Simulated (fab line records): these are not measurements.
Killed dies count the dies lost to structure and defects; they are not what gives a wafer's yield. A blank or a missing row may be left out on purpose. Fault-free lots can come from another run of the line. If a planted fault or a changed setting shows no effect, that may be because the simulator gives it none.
Chamber matching + flow n5Finfet + pecvd-04 running N5_BEOL_M11_PECVD_70: 3 sister chambers
The step deposits SiO2 from TEOS/O2, target thk 20 nm, time 22.7 s. 6 wafers are shown with their chamber, then 9 later ones without.

WAFERS, EACH WITH ITS CHAMBER
| wafer  | chamber | throttleValvePct (%) | showerheadPlenumPTorr (Torr) |
|--------|---------|----------------------|------------------------------|
| L083.5 | 0       | 23.4                 | 8.78                         |
| L086.2 | 1       | 25.8                 | 8.80                         |
| L086.5 | 0       | 23.8                 | 8.78                         |
| L090.3 | 2       | 20.5                 | 8.72                         |
| L090.4 | 1       | 25.6                 | 8.80                         |
| L090.6 | 2       | 21.3                 | 8.71                         |

WAFERS WITHOUT THEIR CHAMBER
| wafer  | throttleValvePct (%) | showerheadPlenumPTorr (Torr) |
|--------|----------------------|------------------------------|
| L089.3 | 21.0                 | 8.74                         |
| L089.4 | 23.5                 | 8.78                         |
| L089.5 | 25.7                 | 8.78                         |
| L094.2 | 25.7                 | 8.78                         |
| L094.3 | 20.9                 | 8.72                         |
| L094.6 | 20.8                 | 8.71                         |
| L096.1 | 25.4                 | 8.79                         |
| L096.2 | 23.5                 | 8.76                         |
| L096.5 | 20.9                 | 8.76                         |

WHICH CHAMBER EACH ONE RAN IN
| wafer  | from the rows above     | in truth                   |
|--------|-------------------------|----------------------------|
| L089.3 | 2                       | 2                          |
| L089.4 | 0                       | 0                          |
| L089.5 | can't be placed: 1 or 0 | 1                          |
| L094.2 | can't be placed: 1 or 0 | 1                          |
| L094.3 | 2                       | 2                          |
| L094.6 | 2                       | 2                          |
| L096.1 | 1                       | 1                          |
| L096.2 | 0                       | 0                          |
| L096.5 | 0                       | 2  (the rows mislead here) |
Placed correctly: 6 of 9. Cannot be placed on the basis of these rows: 2; the candidates contain the true chamber in 2. Wrongly placed: 1.
How it was worked out, from the rows above alone: a wafer's distance from a chamber is the root of the sum, over the readings, of the square of ((its reading less the chamber's mean) divided by the reading's scatter). The wafer belongs to the nearest chamber; if the next one is less than 2 further off, it can't be placed. For every chamber, the mean is computed from those of its wafers that are shown. How the scatter is found: for the shown wafers, subtract from each reading the mean of its chamber, square and add these, divide the total by (wafers less chambers), then take the root.
